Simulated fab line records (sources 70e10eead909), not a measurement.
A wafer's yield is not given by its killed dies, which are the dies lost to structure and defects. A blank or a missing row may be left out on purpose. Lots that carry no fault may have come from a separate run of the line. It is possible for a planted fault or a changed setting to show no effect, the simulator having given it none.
A struck lot beside a sound one	flow nand_harc	35 out of 1302 route steps
Sound: the wafers L259.2, L259.3, L259.5. Struck: wafer L268.5 (left out: L268.1, L268.4 of the same lot, which were not struck); the cause appears at the end.
Per side, at each step with rows, come the tool, then ch with its chambers, and then its first start. Under that, the readings that differ: sound wafers	struck wafers	difference of the means	sigmas: that difference in standard deviations of wafers without a fault.
alike: readings with means less than 2 such deviations apart, plus words and numbers identical on both sides. not compared: withheld readings, readings lacking a value on some wafer, bounds such as >300 that could conceal the same value, and numbers that have no deviation in the record and whose values overlap.
The two part at a step that has a row with sigmas, a row that says differs or no value, or rows on one side only. Numbers that don't overlap but have no deviation are shown without sigmas and don't part them. A reading that every wafer of one side lacks parts them only if that side has two wafers or more.

first, 11 steps without rows for these wafers: NHARC_A_BONDPAD_HARDBAKE_10 (time 65 s); NHARC_A_BONDPAD_DESCUM_11 (chemistry O2, time 3 s); NHARC_A_BONDPAD_ETCH_34 (etches the open film in N2/H2, target depth 60 nm, overetch 18 nm, time 65.91 s); NHARC_A_BONDPAD_ETCH_12 (etches the open film in CHF3/O2, target depth 220 nm, time 110 s); NHARC_A_BONDPAD_STRIP_15 (strips in O2); NHARC_A_BONDPAD_ETCH_24 (etches the open film in CF4/N2, target depth 30 nm, time 72.99 s); NHARC_A_BONDPAD_STRIP_16 (strips in post etch residue remover, time 600 s); NHARC_A_BONDPAD_DEGAS_25 (time 60 s); NHARC_A_BONDPAD_PRE_CLEAN_26 (time 30 s); NHARC_A_BONDPAD_PVD_17 (deposits TaN, target thk 5 nm, time 8.06 s); NHARC_A_BONDPAD_PVD_27 (deposits Cu, target thk 30 nm, time 20.49 s).
NHARC_A_BONDPAD_ECD_18: material Cu, target thk 400 nm.
  sound on ecd_cu-01 ch 0,1, day 27 00:46; struck on ecd_cu-01 ch 0,1, day 31 04:42
then, 22 steps without rows for these wafers: NHARC_A_BONDPAD_ANNEAL_28 (time 90 s); NHARC_A_BONDPAD_CMP_19 (polishes, t overpolish 30 s, cu recess touch 16 s, target thk 169.82 nm); NHARC_A_BONDPAD_SRD_21 (time 30 s, dry time 20 s); NHARC_HYBRID_BOND_ACTIVATE_00 (chemistry N2, time 60 s); NHARC_HYBRID_BOND_PRECLEAN_01 (cleans in DIW, time 300 s); NHARC_HYBRID_BOND_SRD_02 (time 30 s, dry time 20 s); NHARC_HYBRID_BOND_BOND_03; NHARC_HYBRID_BOND_ANNEAL_04 (time 7200 s); NHARC_THIN_TSV_GRIND_00; NHARC_THIN_TSV_CMP_01 (polishes); NHARC_THIN_TSV_SRD_03; NHARC_THIN_TSV_PRECLEAN_41 (cleans in SC1); NHARC_THIN_TSV_SRD_42; NHARC_THIN_TSV_DEP_43 (deposits SiO2, target thk 1328.5 nm); NHARC_THIN_TSV_DEHYDRATE_04 (time 120 s); NHARC_THIN_TSV_HMDS_05 (time 30 s); NHARC_THIN_TSV_COAT_06; NHARC_THIN_TSV_SOFTBAKE_07 (time 95 s); NHARC_THIN_TSV_EBR_08; NHARC_THIN_TSV_EXPOSE_09 (exposes mask TSV); NHARC_THIN_TSV_PEB_10 (peb time 85 s); NHARC_THIN_TSV_DEVELOP_11 (time 70 s).
NHARC_END_SORT_01:
  sound on prober-01 ch 0, day 28 08:23; struck on prober-01 ch 0, day 32 21:16
reading	sound	struck	difference	sigmas
defect_limited_yield (%)	92.0 91.0 91.6	0	-92	-37
killed_at_array	42 49 41	668	+624	+37
killed_at_periphery	11 10 14	5	-7	-2
killed_dies	54 61 57	677	+620	+36
sort_bin_2_pct (%)	2.4 2.5 2.2	93.4	+91.0	+83
sort_n_pass	623 616 620	0	-620	-36
sort_rim_yield_pct (%)	89 98 88	0	-92	-19
sort_yield_pct (%)	92.0 91.0 91.6	0	-92	-37
  alike: killed_at_other, killed_open, killed_short, sort_bin_3_pct, sort_bin_4_pct

## WHERE THEY PART
At NHARC_END_SORT_01 and nowhere else, as far as this record goes.

WHY: the cause the simulator had injected
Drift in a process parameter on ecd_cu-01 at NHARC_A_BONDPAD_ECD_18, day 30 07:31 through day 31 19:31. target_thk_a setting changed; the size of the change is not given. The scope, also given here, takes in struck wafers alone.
